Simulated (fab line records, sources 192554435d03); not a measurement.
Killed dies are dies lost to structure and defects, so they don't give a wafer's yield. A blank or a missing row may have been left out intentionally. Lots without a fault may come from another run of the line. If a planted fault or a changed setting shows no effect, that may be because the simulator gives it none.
Struck lot and sound lot, side by side -- flow n5-finfet -- 37 steps out of a route of 1938
Sound: wafers L286.2, L286.3, L286.6. Struck: wafers L291.2, L291.3, L291.6. The cause comes at the end.
Each step with rows lists, per side, the tool, then ch with its chambers, then its first start. Under that, the readings that differ: sound wafers -- struck wafers -- difference of the means -- sigmas: that difference in standard deviations of wafers without a fault.
alike: words and numbers the same on both sides, and readings whose means are apart by under 2 such deviations; not compared: readings that were withheld, readings missing a value for some wafer, numbers with overlapping values and no deviation given by the record, and bounds like >300 which may hide the same value.
The two part at a step that has a row with sigmas, a row that says differs or no value, or rows on one side only. When numbers do not overlap yet have no deviation, they are printed without sigmas and do not part them. A reading that every wafer of one side lacks parts them only if that side has two wafers or more.

first, 9 steps without rows for these wafers: N5_BEOL_M4_ANNEAL_95 (time 240 s); N5_BEOL_M4_SPUTTER_96 (material Cu, target thk 4.5 nm, time 8.29 s); N5_BEOL_M4_ECD_50 (material Cu, target thk 300 nm); N5_BEOL_M4_ANNEAL_51 (time 90 s); N5_BEOL_M4_CMP_52 (polishes, stops on SiOC, t overpolish 6.8 s, target thk 40 nm); N5_BEOL_M4_PRE_CLEAN_60 (time 15 s); N5_BEOL_M4_CO_CAP_55 (material Co, precursor CCTBA/H2, target thk 2 nm, time 102.1 s); N5_BEOL_M4_PRE_CLEAN_56 (time 15 s); N5_BEOL_M4_DEP_57 (deposits SiCN from 3MS/NH3, target thk 8 nm, time 14 s).
N5_BEOL_M4_RC_MEAS_101:
  sound on prober-01 ch 0, day 8 20:35; struck on prober-01 ch 0, day 10 21:20
  alike: DIBL_N, DIBL_P, IOFF_N, IOFF_P, ION_N, ION_P, SS_N, SS_P, VT_N, VT_P
then, 24 steps without rows for these wafers: N5_BEOL_M5_ILD_DEP_00 (deposits SiCOH lowk from DEMS/porogen, target thk 140.64 nm, time 25.9 s); N5_BEOL_M5_CURE_79 (cures SiCOH lowk, time 240 s); N5_BEOL_M5_PECVD_70 (deposits SiO2 from TEOS/O2, target thk 16 nm, time 18 s); N5_BEOL_M5_HM_DEP_02 (deposits TiN, target thk 20 nm); N5_BEOL_M5_COAT_59 (time 60 s, resist thk 60 nm); N5_BEOL_M5_COAT_60 (time 60 s, resist thk 12 nm); N5_BEOL_M5_COAT_71 (time 60 s, resist thk 5 nm); N5_BEOL_M5_COAT_05 (resist thk 30 nm); N5_BEOL_M5_EBR_07; N5_BEOL_M5_SOFTBAKE_06 (time 60 s); N5_BEOL_M5_EXPOSE_08 (exposes mask M5, target cd 28 nm); N5_BEOL_M5_PEB_09 (peb time 60 s); N5_BEOL_M5_DEVELOP_10 (develop time 30 s); N5_BEOL_M5_DESCUM_16 (chemistry O2, time 7 s); N5_BEOL_M5_ETCH_72 (etches underlayer in N2/H2, target depth 6.5 nm, time 5.2 s); N5_BEOL_M5_ETCH_61 (etches SiARC in CF4, target depth 15.6 nm, time 26 s); N5_BEOL_M5_ETCH_62 (etches SOC in N2/H2, target depth 75 nm, overetch 15 nm, time 112.5 s); N5_BEOL_M5_STRIP_63 (strips in N2/H2); N5_BEOL_M5_STRIP_73 (strips in N2/H2); N5_BEOL_M5_STRIP_64 (strips in CF4); N5_BEOL_M5_HM_OPEN_17 (chemistry Cl2/BCl3, target TiN, target depth 20 nm, overetch 6 nm); N5_BEOL_M5_STRIP_19 (strips in O2); N5_BEOL_M5_COAT_65 (time 60 s, resist thk 60 nm); N5_BEOL_M5_COAT_66 (time 60 s, resist thk 12 nm).
N5_BEOL_M6_ANNEAL_51: time 90 s.
  sound on rtp-anneal-01 ch 0, day 9 17:39; struck on rtp-anneal-02, day 11 15:10
  no value came back on the struck wafers for anneal-temp-c (C), anneal-temp-c-max, wafer_temp_C_max; on the sound wafers anneal-temp-c (C) reads 225.12 224.96 225.14
N5_BEOL_M6_CMP_52: polishes, stops on SiCOH lowk, t overpolish 6.9 s, target thk 80 nm.
  sound on cmp-01 ch 1,2,3, day 9 17:59; struck on cmp-02 ch 0,1,3, day 11 15:31
reading,sound,struck,difference,sigmas
barrier-field-endpoint-s (s),29.2 28.0 29.1,35.4 33.6 34.0,+5.6,+6
time-to-endpoint-s (s),68 59 64,82 83 81,+18,+5
  alike: motor-current-A, overpolish-run-s, platen-rpm, slurry-flow-ml-min
-- the record jumps here: 4 days lie between the struck wafers' starts before and after (it left off in module BEOL_M6 and takes up again in module PASSIVATION, whose first step shown is number 1936 of the route) --
N5_PASSIVATION_PROBE_49:
  record: rows for the struck wafers here (prober-02, day 15 14:34), none for the sound ones

WHERE THEY PART
Earliest at N5_BEOL_M6_ANNEAL_51; latest, in this record, at N5_PASSIVATION_PROBE_49.

WHY: what had been put in by the simulator
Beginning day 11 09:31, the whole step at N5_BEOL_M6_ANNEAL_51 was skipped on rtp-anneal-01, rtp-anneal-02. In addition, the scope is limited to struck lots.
